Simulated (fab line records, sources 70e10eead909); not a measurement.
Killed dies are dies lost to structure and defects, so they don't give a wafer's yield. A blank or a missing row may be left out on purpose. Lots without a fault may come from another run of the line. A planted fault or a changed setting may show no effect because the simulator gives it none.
A struck lot beside a sound one | flow nand_harc | 15 steps out of a route of 1159
Sound: wafers L950.2, L950.5, L950.6. Struck: wafer L959.5. (L959.3, L959.4 of the same lot were not struck and are left out.) The cause comes at the end.
At each step with rows: each side's tool, then ch and its chambers, then its first start. Under that, the readings that differ: sound wafers | struck wafers | difference of the means | sigmas: that difference in standard deviations of wafers without a fault.
alike: readings whose means differ by less than 2 such deviations, and words and numbers that are the same on both sides. not compared: withheld readings, readings that some wafer has no value for, bounds like >300 that may hide the same value, and numbers for which the record gives no deviation and whose values overlap.
The two part at a step that has a row with sigmas, a row that says differs or no value, or rows on one side only. Numbers that don't overlap but have no deviation are shown without sigmas and don't part them. A reading that every wafer of one side lacks parts them only if that side has two wafers or more.

first, 8 steps without rows for these wafers: NHARC_A_SGD_CUT_COAT_56 (time 75 s); NHARC_A_SGD_CUT_COAT_57 (time 65 s); NHARC_A_SGD_CUT_COAT_03 (resist thk 90 nm); NHARC_A_SGD_CUT_SOFTBAKE_04 (time 55 s); NHARC_A_SGD_CUT_EBR_05; NHARC_A_SGD_CUT_EXPOSE_06 (exposes mask SGD); NHARC_A_SGD_CUT_PEB_07 (peb time 65 s); NHARC_A_SGD_CUT_DEVELOP_08 (develop time 35 s).
NHARC_A_SGD_CUT_CD_MEAS_09: target cd 100 nm.
  sound on cd_sem-02 ch 0, day 14 15:44; struck on cd_sem-01 ch 0, day 17 14:55
  alike: cd_nm
NHARC_A_SGD_CUT_OVL_MEAS_10:
  sound on overlay-01, day 14 15:49; struck on overlay-01, day 17 15:01
  alike: overlay_x_nm, overlay_y_nm
NHARC_A_SGD_CUT_INSPECT_11:
  sound on defect_inspect-02, day 14 15:51; struck on defect_inspect-02, day 17 15:02
  alike: raw_defect_count
NHARC_A_SGD_CUT_DESCUM_14: chemistry O2, time 3 s.
  sound on rie_diel-04 ch 1,2,3, day 14 15:56; struck on rie_diel-04 ch 1, day 17 15:07
  alike: drypump_motor_current_A, oes_product_au, rf_vpp_V, showerhead_plenum_p_Torr, throttle_valve_pct
  not compared: rf_hours_counter_h
NHARC_A_SGD_CUT_ETCH_58: etches the open film in CF4, target depth 39 nm, time 65 s.
  sound on rie_diel-04 ch 2,3, day 14 16:00; struck on rie_diel-04 ch 1, day 17 15:13
  reading                         | sound             | struck | difference | sigmas
  rf_vpp_V (V)                    | 153.6 151.3 153.4 | 150.1  | -2.7       | -2
  run_length_s (s)                | 87.5 86.7 87.1    | 96.4   | +9.3       | +18
  showerhead_plenum_p_Torr (Torr) | 1.87 1.75 1.87    | 1.66   | -0.17      | -2
  alike: drypump_motor_current_A, oes_product_au, throttle_valve_pct
  not compared: rf_hours_counter_h
NHARC_A_SGD_CUT_ETCH_59: etches the open film in N2/H2, target depth 260 nm, time 406.25 s.
  sound on rie_diel-04 ch 0,2,3; struck on rie_diel-04 ch 1
  reading                         | sound             | struck | difference | sigmas
  rf_vpp_V (V)                    | 432.2 429.8 435.9 | 426.0  | -6.6       | -2
  showerhead_plenum_p_Torr (Torr) | 2.14 2.02 2.17    | 1.90   | -0.21      | -2
  alike: drypump_motor_current_A, oes_product_au, run_length_s, throttle_valve_pct
  not compared: rf_hours_counter_h
-- the record jumps here: 5 days lie between the struck wafers' starts before and after (it left off in module A_SGD_CUT and takes up again in module END, whose first step shown is number 1159 of the route) --
NHARC_END_SORT_01:
  sound on prober-01 ch 0, day 20 04:56; struck on prober-01 ch 0, day 23 01:18
  alike: killed_at_array, killed_at_other, killed_at_periphery, killed_dies, killed_open, killed_short

WHERE THEY PART
First at NHARC_A_SGD_CUT_ETCH_58; last, within this record, at NHARC_A_SGD_CUT_ETCH_59. Later steps at which nothing parts them and some readings are alike: NHARC_END_SORT_01.

WHY: what the simulator had put in
Process parameter drift: rie_diel-04, from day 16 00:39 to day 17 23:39, at NHARC_A_SGD_CUT_ETCH_58. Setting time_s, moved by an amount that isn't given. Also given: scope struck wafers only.
